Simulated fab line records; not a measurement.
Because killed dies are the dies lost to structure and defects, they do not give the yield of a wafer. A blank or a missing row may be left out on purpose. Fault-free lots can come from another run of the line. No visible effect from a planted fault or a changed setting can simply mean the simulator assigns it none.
Chamber matching / flow nand_harc / NHARC_A_STAIRCASE_DESCUM_252 on rie_diel-13: 4 sister chambers
The step chemistry O2, time 3 s. 4 wafers are shown with their chamber, then 7 later ones without.

## WAFERS PAIRED WITH THEIR CHAMBERS
wafer=L078.1; chamber=0; showerhead_plenum_p_Torr (Torr)=1.96
wafer=L082.6; chamber=2; showerhead_plenum_p_Torr (Torr)=1.83
wafer=L093.2; chamber=3; showerhead_plenum_p_Torr (Torr)=1.89
wafer=L093.4; chamber=1; showerhead_plenum_p_Torr (Torr)=2.05

## WAFERS WHOSE CHAMBER IS MISSING
wafer=L093.6; showerhead_plenum_p_Torr (Torr)=2.05
wafer=L092.1; showerhead_plenum_p_Torr (Torr)=1.82
wafer=L092.3; showerhead_plenum_p_Torr (Torr)=2.05
wafer=L092.4; showerhead_plenum_p_Torr (Torr)=1.89
wafer=L097.1; showerhead_plenum_p_Torr (Torr)=1.89
wafer=L097.2; showerhead_plenum_p_Torr (Torr)=2.04
wafer=L097.3; showerhead_plenum_p_Torr (Torr)=1.95

## CHAMBER TAKEN BY EACH
wafer=L093.6; from the rows above=1; in truth=1
wafer=L092.1; from the rows above=2; in truth=2
wafer=L092.3; from the rows above=1; in truth=1
wafer=L092.4; from the rows above=3; in truth=3
wafer=L097.1; from the rows above=3; in truth=3
wafer=L097.2; from the rows above=1; in truth=1
wafer=L097.3; from the rows above=0; in truth=0
7 of 7 placed correctly. Number that these rows cannot place: 0. Placed wrongly: 0.
How it was worked out, from the rows above alone: a wafer's distance from a chamber is the root of the sum, over the readings, of the square of ((its reading less the chamber's mean) divided by the reading's scatter). The wafer belongs to the nearest chamber; if the next one is less than 2 further off, it can't be placed. The mean given for a chamber averages the wafers shown for that chamber. The scatter: with one shown wafer a chamber, the root of the mean of the squares of how far each hidden wafer lies from its nearest shown one.
